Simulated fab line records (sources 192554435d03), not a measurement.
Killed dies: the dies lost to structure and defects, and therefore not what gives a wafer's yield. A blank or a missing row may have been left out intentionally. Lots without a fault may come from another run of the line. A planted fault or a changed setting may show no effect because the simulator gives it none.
One fault seen from 2 desks -- flow n5_finfet -- what lay behind the numbers comes last; until then each desk has only its own

## THE TOOL OWNER'S DESK: rie_diel-01
The tool's own readings at N5_HKMG_FIN_STRIP_92 (strips SOC in N2/H2, time 20 s): means of the sampled wafers that have a number, for each lot that ran on this tool. A lot is out of limits, marked OUT, if its mean lies more than 4 standard deviations from the usual mean; the brackets give that distance.
Columns: A = drypump_motor_current_A at N5_HKMG_FIN_STRIP_92, usual 5.8 A; B = oes_product_au at N5_HKMG_FIN_STRIP_92, usual 0.78 a.u.; C = rf_vpp_V at N5_HKMG_FIN_STRIP_92, usual 54.2 V; D = showerhead_plenum_p_Torr at N5_HKMG_FIN_STRIP_92, usual 3.38 Torr; E = throttle_valve_pct at N5_HKMG_FIN_STRIP_92, usual 19.15 %
lot,first seen here,A,B,C,D,E
L816,day 5 17:07,5.5,0.79,55.2,3.37,19.33
L817,day 5 21:50,5.6,0.84,54.1,3.37,19.07
L819,day 6 08:59,6.0,0.82,53.6,3.34,19.27
L825,day 7 22:44,5.7,0.78,54.5,3.36,19.07
L827,day 8 11:26,5.8,0.81,54.0,3.34,19.21
This desk's verdict: no lot among the 5 shows anything out of limits.

## THE METROLOGY DESK
What the gauges read for every lot (on any tool): the sampled wafers with a number, averaged. A lot is out of limits, marked OUT, if its mean lies more than 4 standard deviations from the usual mean; the brackets give that distance.
Columns: A = MIM_TOP_OVL at N5_MIM_TOP_LITHO_OVL_MEAS_11, usual 2 nm; B = PAD_OVL at N5_PASSIVATION_OVL_MEAS_63, usual 0 nm
lot,first seen here,A,B
L812,day 13 01:43,4,-3
L813,day 13 02:05,-2,6
L811,day 13 09:17,3,0
L814,day 13 21:08,2,6
L816,day 14 02:14,5,-1
L817,day 14 05:43,1,-1
L825,day 17 08:22,-9,-5
L819,day 17 13:01,0,0
L829,day 18 09:55,4,3
L827,day 19 07:01,1,2
L833,day 19 07:34,5,-1
L831,day 19 11:46,-2,-4
This desk's verdict: no lot among the 12 shows anything out of limits.

## BROUGHT TOGETHER
The desk of the tool owner found nothing out of limits.
From the metrology desk's view, nothing was out of limits.

## WHAT THE SIMULATOR HAD PUT IN
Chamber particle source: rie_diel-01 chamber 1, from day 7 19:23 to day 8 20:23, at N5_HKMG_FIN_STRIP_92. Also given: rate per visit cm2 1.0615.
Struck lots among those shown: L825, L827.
